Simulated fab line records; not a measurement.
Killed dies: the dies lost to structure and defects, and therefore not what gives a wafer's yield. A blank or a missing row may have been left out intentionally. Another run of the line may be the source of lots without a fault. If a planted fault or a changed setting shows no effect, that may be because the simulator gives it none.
Check for tools in common / flow nand-harc / 36 wafers sampled across 12 lots

REASON FOR OPENING
Flagged at NHARC_P_ZERO_WELL_CD_MEAS_11: reading cd-nm, on 2 of 12 lots. Fault-free wafers read 499.8 nm, with a standard deviation of 1.5.
Rule: a lot gets a flag if all its wafers with a number sit over 4 standard deviations from that mean, or if no wafer of it has a number. All remaining lots are regarded as sound.

lot=L686; measured=day 1 21:09; on=cd-sem-02; cd-nm (nm), wafer by wafer=498.8 496.1 497.9; flag=
lot=L688; measured=day 2 17:16; on=cd-sem-03; cd-nm (nm), wafer by wafer=499.1 499.5 499.9; flag=
lot=L689; measured=day 3 03:37; on=cd-sem-01; cd-nm (nm), wafer by wafer=501.3 501.2 499.4; flag=
lot=L690; measured=day 3 13:14; on=cd-sem-01; cd-nm (nm), wafer by wafer=501.1 499.0 501.3; flag=
lot=L694; measured=day 5 05:23; on=cd-sem-02; cd-nm (nm), wafer by wafer=497.4 499.8 500.0; flag=
lot=L695; measured=day 5 15:14; on=cd-sem-02; cd-nm (nm), wafer by wafer=501.3 502.3 500.7; flag=
lot=L697; measured=day 6 11:19; on=cd-sem-02; cd-nm (nm), wafer by wafer=502.8 501.3 501.4; flag=
lot=L705; measured=day 9 19:14; on=cd-sem-02; cd-nm (nm), wafer by wafer=477.9 475.1 477.0; flag=FLAGGED
lot=L706; measured=day 10 05:07; on=cd-sem-02; cd-nm (nm), wafer by wafer=480.6 482.6 480.6; flag=FLAGGED
lot=L707; measured=day 10 15:14; on=cd-sem-02; cd-nm (nm), wafer by wafer=499.5 502.3 500.4; flag=
lot=L708; measured=day 11 01:15; on=cd-sem-01; cd-nm (nm), wafer by wafer=498.8 498.2 499.8; flag=
lot=L709; measured=day 11 11:14; on=cd-sem-01; cd-nm (nm), wafer by wafer=499.4 500.1 499.3; flag=
The mean of the flagged lots' numbers is 479.0 nm, -20.8 nm from the usual (-14 standard deviations).

WHICH TOOL EACH LOT WENT THROUGH
The record keeps 1 process step preceding the reading, out of 1302 steps on the route. In each cell: the tool, then ch and the chambers that the sampled wafers went through, then the start.
lot=L686; flag=; NHARC_P_ZERO_WELL_PEB_09=litho-track-05 ch 0, day 1 21:04
lot=L688; flag=; NHARC_P_ZERO_WELL_PEB_09=litho-track-02 ch 0, day 2 17:10
lot=L689; flag=; NHARC_P_ZERO_WELL_PEB_09=litho-track-02 ch 0, day 3 03:31
lot=L690; flag=; NHARC_P_ZERO_WELL_PEB_09=litho-track-02 ch 0, day 3 13:09
lot=L694; flag=; NHARC_P_ZERO_WELL_PEB_09=litho-track-02 ch 0, day 5 05:19
lot=L695; flag=; NHARC_P_ZERO_WELL_PEB_09=litho-track-05 ch 0, day 5 15:10
lot=L697; flag=; NHARC_P_ZERO_WELL_PEB_09=litho-track-05 ch 0, day 6 11:14
lot=L705; flag=FLAGGED; NHARC_P_ZERO_WELL_PEB_09=litho-track-03 ch 0, day 9 19:09
lot=L706; flag=FLAGGED; NHARC_P_ZERO_WELL_PEB_09=litho-track-03 ch 0, day 10 05:02
lot=L707; flag=; NHARC_P_ZERO_WELL_PEB_09=litho-track-05 ch 0, day 10 15:10
lot=L708; flag=; NHARC_P_ZERO_WELL_PEB_09=litho-track-02 ch 0, day 11 01:10
lot=L709; flag=; NHARC_P_ZERO_WELL_PEB_09=litho-track-02 ch 0, day 11 11:10
What is done by these steps:
- NHARC_P_ZERO_WELL_PEB_09: peb time 80 s.
- NHARC_P_ZERO_WELL_CD_MEAS_11: target cd 500 nm.

FLAGGED AGAINST TOTAL, ONE TOOL AT A TIME (gauges that did the reading follow at the end)
step=NHARC_P_ZERO_WELL_PEB_09; tool=litho-track-02; lots run=6; flagged=0; share of the flagged lots=none; sound lots run after its first flagged lot=-
step=NHARC_P_ZERO_WELL_PEB_09; tool=litho-track-03; lots run=2; flagged=2; share of the flagged lots=all; sound lots run after its first flagged lot=0
step=NHARC_P_ZERO_WELL_PEB_09; tool=litho-track-05; lots run=4; flagged=0; share of the flagged lots=none; sound lots run after its first flagged lot=-
step=NHARC_P_ZERO_WELL_CD_MEAS_11; tool=cd-sem-01; lots run=4; flagged=0; share of the flagged lots=none; sound lots run after its first flagged lot=-
step=NHARC_P_ZERO_WELL_CD_MEAS_11; tool=cd-sem-02; lots run=7; flagged=2; share of the flagged lots=all; sound lots run after its first flagged lot=1 (L707)
step=NHARC_P_ZERO_WELL_CD_MEAS_11; tool=cd-sem-03; lots run=1; flagged=0; share of the flagged lots=none; sound lots run after its first flagged lot=-

WHAT THE TABLE PERMITS
In 2 table rows, all flagged lots were run: litho-track-03 (NHARC_P_ZERO_WELL_PEB_09), cd-sem-02 (NHARC_P_ZERO_WELL_CD_MEAS_11).
- litho-track-03 at NHARC_P_ZERO_WELL_PEB_09: 2 of its 2 lots flagged. Because this sample shows no sound lot run on it before its first flagged lot, the start cannot be pinned down more closely. Its own readings lie more than 4 standard deviations out on every wafer of the flagged lots: heater-power-total-W.
- cd-sem-02 at NHARC_P_ZERO_WELL_CD_MEAS_11: 2 of its 7 lots flagged. Lots that were sound ran on it after the first flagged one (L707); a persistent fault on the entire tool would not allow that.
What remains is a single tool, litho-track-03 at NHARC_P_ZERO_WELL_PEB_09.

WHAT WAS PUT IN BY THE SIMULATOR
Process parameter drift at NHARC_P_ZERO_WELL_PEB_09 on litho-track-03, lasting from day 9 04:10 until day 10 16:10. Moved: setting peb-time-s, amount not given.
Struck lots among those shown: L705, L706. Same finding as the rule above.
